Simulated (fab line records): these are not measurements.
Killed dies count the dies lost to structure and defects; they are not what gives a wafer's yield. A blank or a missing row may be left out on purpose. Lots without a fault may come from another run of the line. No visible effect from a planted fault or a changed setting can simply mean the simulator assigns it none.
fab line records ; flow n5-finfet
record lots=6; wafers=16; last-day=17
route steps=1938 shown BEOL_M3@931
lots that met no fault: taken from a fault-free run of the same line
start-h: start of the lot's first displayed wafer, in hours after the record's first day ; wait-h: time in hours since the lot's previous step ; " same as the row above ; L1.1+2: several wafers, shown together as one row ; - no value, or no start was given ; * or withheld: withheld ; < > ~ a bound
route shown NAME@n: a module of which the file shows steps, and the number in the route of the first ; usual: the fault-free wafers' mean and standard deviation ; same: alike in all rows ; chamber/n: place in a boat ; sites: each site's reading ; _std_site: their standard deviation ; _edge_site: inner sites' mean taken away from outer sites' mean ; radius-mm: for every site, how far away it sits from the centre of the wafer ; mask NAME#n: copy n ; behind: the last tool/chamber to shape the wafer ; hold: the reason the lot was held/the length of the hold in hours/how it ended ; device: whichever transistor did not switch (one of n, p or np) ; end of line: the route-end tests of the same wafers ; a step with no rows: only its recipe ; killed: not the wafer's yield, but the dies lost to structure and defects at the first sort ; map: shows each die of a wafer: x if killed, . if not, _ if none is there
set.NAME: the setting the step ran with; set.NAME@STEP: the setting that earlier step ran with ; model.NAME: the simulator's own value behind a step, which no gauge read
lots at some steps of the route; a table a step, a row a wafer
services: the hour from which a tool's chamber was out of use, counted from the record's first day as start-h (under 0 if before that day), plus the number of hours and why
## steps
# step N5_BEOL_M3_ILD_DEP_00
# recipe material=SiOC; target-thk-a=790; temp-c=350; precursor=DEMS/O2; pressure-torr=5; rf-w=500; time-s=15.3
# usual heater-power-outer-w=261/49; heater-power-w=467/77; showerhead-plenum-p-Torr=5.695/0.012; throttle-valve-pct=12.0/0.65
lot.wafer;tool;chamber;start-h;wait-h;heater-power-outer-w;heater-power-w;showerhead-plenum-p-Torr;throttle-valve-pct
L516.1;pecvd-01;1;179.43;0.0;255;459;5.711;12.9
L516.4;pecvd-01;2;179.43;0.0;318;530;5.696;11.3
L516.5;pecvd-01;0;179.43;0.0;306;532;5.696;12.5
L517.1;pecvd-02;1;185.39;0.0;300;482;5.696;12.6
L517.3;pecvd-02;2;185.39;0.0;237;509;5.678;11.7
L517.4;pecvd-02;2;185.39;0.0;237;519;5.672;11.6
L520.1;pecvd-01;0;207.90;0.0;284;512;5.708;12.8
L520.4;pecvd-01;1;207.90;0.0;241;429;5.711;12.8
L531.1;pecvd-03;2;269.62;0.0;231;426;5.684;11.0
L531.2;pecvd-03;0;269.62;0.0;255;435;5.684;11.6
L531.3;pecvd-03;1;269.62;0.0;194;383;5.689;12.3
L532.1;pecvd-03;2;274.17;0.0;241;445;5.685;11.0
L532.2;pecvd-03;0;274.17;0.0;225;390;5.682;11.6
L532.3;pecvd-03;1;274.17;0.0;212;398;5.699;12.0
L533.3;pecvd-01;0;295.81;0.0;274;511;5.701;12.6
L533.6;pecvd-01;1;295.81;0.0;205;411;5.717;13.1
# step N5_BEOL_M3_THK_MEAS_01
# recipe reads=SiOC_of_BEOL_M3_ILD_DEP_00
# usual M3_ILD_THK=78.9/1.3
lot.wafer;tool;chamber;start-h;wait-h;M3_ILD_THK[nm]
L516.1;film-metro-02;-;179.50;0.0;76.5
L516.4;film-metro-02;-;179.50;0.0;79.5
L516.5;film-metro-02;-;179.50;0.0;78.8
L517.1;film-metro-02;-;185.46;0.0;78.3
L517.3;film-metro-02;-;185.46;0.0;77.7
L517.4;film-metro-02;-;185.46;0.0;79.0
L520.1;film-metro-01;-;207.96;0.0;77.0
L520.4;film-metro-01;-;207.96;0.0;78.3
L531.1;film-metro-02;-;269.68;0.0;79.1
L531.2;film-metro-02;-;269.68;0.0;80.2
L531.3;film-metro-02;-;269.68;0.0;79.8
L532.1;film-metro-01;-;274.24;0.0;77.4
L532.2;film-metro-01;-;274.24;0.0;80.6
L532.3;film-metro-01;-;274.24;0.0;78.6
L533.3;film-metro-01;-;295.88;0.1;78.8
L533.6;film-metro-01;-;295.88;0.1;78.9
# step N5_BEOL_M3_PECVD_72
# recipe material=SiO2; target-thk-a=160; temp-c=400; precursor=TEOS/O2; pressure-torr=5.5; rf-w=450; teos-flow-sccm=53.8; gas=O2; flow-sccm=3000; time-s=18
# usual heater-power-outer-w=436/75; heater-power-w=710/120; showerhead-plenum-p-Torr=8.78/0.039; throttle-valve-pct=22.5/1.1
lot.wafer;tool;chamber;start-h;wait-h;heater-power-outer-w;heater-power-w;showerhead-plenum-p-Torr;throttle-valve-pct
L516.1;pecvd-02;0;179.53;0.0;551;907;8.83;23.7
L516.4;pecvd-02;1;179.53;0.0;452;666;8.78;23.6
L516.5;pecvd-02;2;179.53;0.0;343;702;8.73;21.8
L517.1;pecvd-03;1;185.50;0.0;365;588;8.76;22.8
L517.3;pecvd-03;2;185.50;0.0;383;631;8.76;20.6
L517.4;pecvd-03;1;185.50;0.0;362;604;8.76;22.6
L520.1;pecvd-03;1;208.00;0.0;357;590;8.76;22.9
L520.4;pecvd-03;1;208.00;0.0;363;598;8.78;22.9
L531.1;pecvd-03;2;269.72;0.0;390;672;8.74;20.6
L531.2;pecvd-03;0;269.72;0.0;438;640;8.76;21.7
L531.3;pecvd-03;1;269.72;0.0;319;541;8.79;22.5
L532.1;pecvd-03;2;274.28;0.0;394;649;8.75;20.7
L532.2;pecvd-03;0;274.28;0.0;413;627;8.77;21.9
L532.3;pecvd-03;1;274.28;0.0;306;545;8.76;22.7
L533.3;pecvd-03;0;295.91;0.0;356;541;8.78;21.8
L533.6;pecvd-03;2;295.91;0.0;346;592;8.75;20.9
# step N5_BEOL_M3_HM_DEP_02
# recipe material=TiN; target-thk-a=200; temp-c=25; chamber-pressure-pa=0.49996
# usual chamber-pressure-pa=0.4999/0.0011; throttle-valve-pct=29.9/0.9
lot.wafer;tool;chamber;start-h;wait-h;chamber-pressure-pa;throttle-valve-pct
L516.1;pvd-sputter-02;-;181.28;1.7;0.5002;29.4
L516.4;pvd-sputter-02;-;181.28;1.7;0.5000;29.2
L516.5;pvd-sputter-02;-;181.28;1.7;0.5015;30.2
L517.1;pvd-sputter-01;-;186.91;1.4;0.5024;30.3
L517.3;pvd-sputter-01;-;186.91;1.4;0.5002;27.7
L517.4;pvd-sputter-01;-;186.91;1.4;0.4994;29.2
L520.1;pvd-sputter-03;-;208.81;0.8;0.4988;29.0
L520.4;pvd-sputter-03;-;208.81;0.8;0.4983;29.8
L531.1;pvd-sputter-01;-;271.77;2.0;0.5009;28.4
L531.2;pvd-sputter-01;-;271.77;2.0;0.5006;29.9
L531.3;pvd-sputter-01;-;271.77;2.0;0.5002;29.0
L532.1;pvd-sputter-02;-;274.76;0.5;0.4992;29.3
L532.2;pvd-sputter-02;-;274.76;0.5;0.4995;31.2
L532.3;pvd-sputter-02;-;274.76;0.5;0.5011;29.5
L533.3;pvd-sputter-02;-;296.56;0.6;0.5001;29.6
L533.6;pvd-sputter-02;-;296.56;0.6;0.5011;31.2
# step N5_BEOL_M3_COAT_61
# recipe resist=SOC; temp-c=250; time-s=60; spin-rpm=1500; resist-thk-nm=60
# step N5_BEOL_M3_COAT_62
# recipe resist=SiARC; temp-c=220; time-s=60; spin-rpm=1500; resist-thk-nm=12
# step N5_BEOL_M3_COAT_73
# recipe resist=underlayer; temp-c=205; time-s=60; spin-rpm=1500; resist-thk-nm=5
# step N5_BEOL_M3_COAT_05
# recipe resist=CAR-EUV; spin-rpm=1500; resist-thk-nm=30
# step N5_BEOL_M3_EBR_07
# recipe solvent=PGMEA; ebr-width-mm=1.5
# step N5_BEOL_M3_SOFTBAKE_06
# recipe temp-c=110; time-s=60; resist=CAR-EUV
# step N5_BEOL_M3_EXPOSE_08
# recipe mask-id=M3; na=0.33; source-shape=dipole; sigma-inner=0.369; sigma-outer=0.767; polarization=unpolarized; dose-mj=33
# step N5_BEOL_M3_PEB_09
# recipe peb-temp-c=100; peb-time-s=60; resist=CAR-EUV
# step N5_BEOL_M3_DEVELOP_10
# recipe develop-time-s=30; developer=TMAH; resist=CAR-EUV; rinse-liquid=surfactant-rinse; dry=air-spin; dev-temp-c=23
# usual chill-plate-temp-C=23.02/0.12; develop-time-s=30/0
lot.wafer;tool;chamber;start-h;wait-h;chill-plate-temp-C;develop-time-s;model.CAR-EUV_of_BEOL_M3_COAT_05.thk-nm
L516.1;litho-track-01;0;181.75;-;23.18;30;29.6
L516.4;litho-track-01;0;181.75;-;22.90;30;29.4
L516.5;litho-track-01;0;181.75;-;23.10;30;29.6
L517.1;litho-track-01;0;187.24;-;22.95;30;29.4
L517.3;litho-track-01;0;187.24;-;23.03;30;29.4
L517.4;litho-track-01;0;187.24;-;23.02;30;29.4
L520.1;litho-track-04;0;209.30;-;22.82;30;29.4
L520.4;litho-track-04;0;209.30;-;22.80;30;29.6
L531.1;litho-track-04;-;272.23;-;-;-;30
L531.2;litho-track-04;-;272.23;-;-;-;30
L531.3;litho-track-04;-;272.23;-;-;-;30
L532.1;litho-track-04;-;275.22;-;-;-;30
L532.2;litho-track-04;-;275.22;-;-;-;30
L532.3;litho-track-04;-;275.22;-;-;-;29.8
L533.3;litho-track-05;0;296.89;-;22.88;30;29.6
L533.6;litho-track-05;0;296.89;-;23.04;30;29.6
# step N5_BEOL_M3_CD_MEAS_11
# recipe target-cd-nm=17.05; landing-energy-ev=500; detector=se-inlens; polarity=opening
# usual cd-nm=16.99/0.27
# same landing-energy-ev=500
lot.wafer;tool;chamber;start-h;wait-h;cd-nm
L516.1;cd-sem-03;0;181.81;-;17.11
L516.4;cd-sem-03;0;181.81;-;16.98
L516.5;cd-sem-03;0;181.81;-;16.78
L517.1;cd-sem-03;0;187.30;-;16.83
L517.3;cd-sem-03;0;187.30;-;17.55
L517.4;cd-sem-03;0;187.30;-;17.03
L520.1;cd-sem-03;0;209.36;-;17.09
L520.4;cd-sem-03;0;209.36;-;17.08
L531.1;cd-sem-02;0;272.29;-;-
L531.2;cd-sem-02;0;272.29;-;-
L531.3;cd-sem-02;0;272.29;-;-
L532.1;cd-sem-01;0;275.28;-;-
L532.2;cd-sem-01;0;275.28;-;-
L532.3;cd-sem-01;0;275.28;-;-
L533.3;cd-sem-01;0;296.95;-;16.49
L533.6;cd-sem-01;0;296.95;-;16.39
## services
tool;chamber;start-h;hours;kind
pvd-sputter-02;-;166.21;1.9;repair
pvd-sputter-03;-;186.93;2.6;repair
pecvd-02;-;199.08;14.6;pm
litho-track-05;-;200.56;-;consumable-replace:filter
pecvd-01;1;246.46;25.7;repair
pecvd-03;-;250.52;2.8;pm
## key
first-sign step=N5_BEOL_M3_DEVELOP_10; reading=tool-record; direction=missing
effect none on later readings
model-effect step=N5_BEOL_M3_DEVELOP_10; value=CAR-EUV_of_BEOL_M3_COAT_05.thk-nm; without=29.47; struck=29.97
met-at N5_BEOL_M3_DEVELOP_10
struck-wafers L531.1,L531.2,L531.3,L532.1,L532.2,L532.3
later-rows-left-out L531.1,L531.2,L531.3,L532.1,L532.2,L532.3
sort-left-out L531.1,L531.2,L531.3,L532.1,L532.2,L532.3
onset-between 209.30 272.23
fault kind=skipped-step-whole; tool=litho-track-04; chamber=-; onset-h=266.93; steps=N5_BEOL_M3_DEVELOP_10; scope=struck-lots-only
# sort-left-out: the simulated sort isn't trusted on such a fault, so these wafers' sort isn't shown, and their yield isn't known
# later-rows-left-out: the simulator's readings of these wafers behind a module that went badly wrong aren't trusted and aren't shown, but for the sort
